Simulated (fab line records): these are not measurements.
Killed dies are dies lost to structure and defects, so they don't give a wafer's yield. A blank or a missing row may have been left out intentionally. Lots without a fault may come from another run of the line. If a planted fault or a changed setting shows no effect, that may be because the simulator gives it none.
Problem report in the 8D (eight disciplines) form, filled by code + flow n5-finfet + the parts of the form that need people (team, actions taken, sign-off) are left out

## 1. WHAT IS WRONG
At N5_PASSIVATION_PROBE_49, killed-at-front-end averages 165 over 6 wafers from 2 lots, while fault-free wafers read 42, standard deviation 12. Measured from the usual mean, that is +10 standard deviations.
First observed at day 13 11:44: wafer L457.4, on prober-01. Wafers with a number at this step in the record: 6, from 2 lots. By rule, "out" or "out of limits" means more than 4 standard deviations away from the usual mean. Any other wafer with a number is counted as sound.

## 2. WHAT IT IS, WHAT IT ISN'T
| question                    | is                                                                                                       | is not                                               |
|-----------------------------|----------------------------------------------------------------------------------------------------------|------------------------------------------------------|
| which readings at this step | killed-at-front-end, defect-limited-yield, killed-dies, sort_bin_5_function, sort-n-pass, sort-yield-pct | killed_at_M0_to_M3, killed-at-contacts, killed-short |
| which lots                  | L457, L459                                                                                               | -                                                    |
| which wafers of those lots  | all that have a number                                                                                   | -                                                    |
| read on which tools         | prober-01                                                                                                | -                                                    |
| when                        | from day 13 11:44                                                                                        | up to then (0 sound wafers)                          |

## 3. SUSPECTS, AND WHAT RULES EACH OUT
Counting: a tool at any process step up to the reading remains a suspect when it ran all the lots that are out and ran no sound lot after the first of those.
- ald-sin-03 at N5_ILD0_ALD_15 (deposits SiNx, target thk 24 nm, pulse time 1 s, ald cycles 480): kept. It ran every lot that is out, first L457 (day 4 18:29), and no sound lot after that.
- rie-diel-05 at N5_PASSIVATION_PASS_ETCH_47 (etches SiNx in CF4/O2, target depth 770 nm, time 385 s): kept. It ran every lot that is out, first L457 (day 13 08:35), and no sound lot after that.
- rie-diel-05 at N5_PASSIVATION_ETCH_54 (etches SiO2 in CHF3/O2, target depth 880 nm, time 440 s): kept. It ran every lot that is out, first L457 (day 13 08:49), and no sound lot after that.
- prober-01 at N5_PASSIVATION_PROBE_49: kept. It ran every lot that is out, first L457 (day 13 11:44), and no sound lot after that. Its own readings are out on those wafers: defect-limited-yield, killed-at-front-end, killed-dies, sort_bin_5_function, sort-n-pass, sort-yield-pct.
Left after counting: ald-sin-03 at N5_ILD0_ALD_15, rie-diel-05 at N5_PASSIVATION_PASS_ETCH_47, rie-diel-05 at N5_PASSIVATION_ETCH_54, prober-01 at N5_PASSIVATION_PROBE_49.

## 4. THE CAUSE (what the simulator had put in)
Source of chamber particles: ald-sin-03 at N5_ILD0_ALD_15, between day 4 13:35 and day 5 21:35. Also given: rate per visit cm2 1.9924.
Counting leaves 4 suspects; this tool is one of them.

## 5. THE EFFECT CHAIN, in route order
Each row: a reading whose mean over the struck wafers that have a number lies more than 3 standard deviations from the usual. Only readings for which the record gives a usual standard deviation are gone through. hours: the time from each lot's start at the first step in this table that gives one to its start at this step, as a median over the lots. sigmas: the change in usual standard deviations.
| hours | step                    | reading              | usual  | on struck wafers | change | sigmas |
|-------|-------------------------|----------------------|--------|------------------|--------|--------|
| 0     | N5_PASSIVATION_PROBE_49 | defect-limited-yield | 91.0 % | 80.9             | -10.1  | -6.7   |
| 0     | N5_PASSIVATION_PROBE_49 | killed-at-front-end  | 42     | 165              | +123   | +10    |
| 0     | N5_PASSIVATION_PROBE_49 | killed-dies          | 106    | 225              | +119   | +6.6   |
| 0     | N5_PASSIVATION_PROBE_49 | killed-on-rim        | 13     | 30               | +16    | +3.7   |
| 0     | N5_PASSIVATION_PROBE_49 | sort_bin_5_function  | 5.3 %  | 11.1             | +5.8   | +5.8   |
| 0     | N5_PASSIVATION_PROBE_49 | sort-n-pass          | 1074   | 955              | -119   | -6.6   |
| 0     | N5_PASSIVATION_PROBE_49 | sort-yield-pct       | 91.0 % | 80.9             | -10.1  | -6.7   |
The process steps in it:
- N5_PASSIVATION_PROBE_49

## 6. WHAT WOULD HAVE CAUGHT IT SOONER
In this record no reading fell out of limits until day 13 11:44, 214 hours after the fault had begun at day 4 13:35.
An alarm limit of 4 standard deviations would not have fired on the tool readings at N5_ILD0_ALD_15 for which the record gives a usual standard deviation, since none of them was out on any struck wafer.
Each of the lots that are out, 2 in all, had begun N5_ILD0_ALD_15 on ald-sin-03 no later than day 13 11:44. Had the tool been put on hold then, not one of them would have been saved.
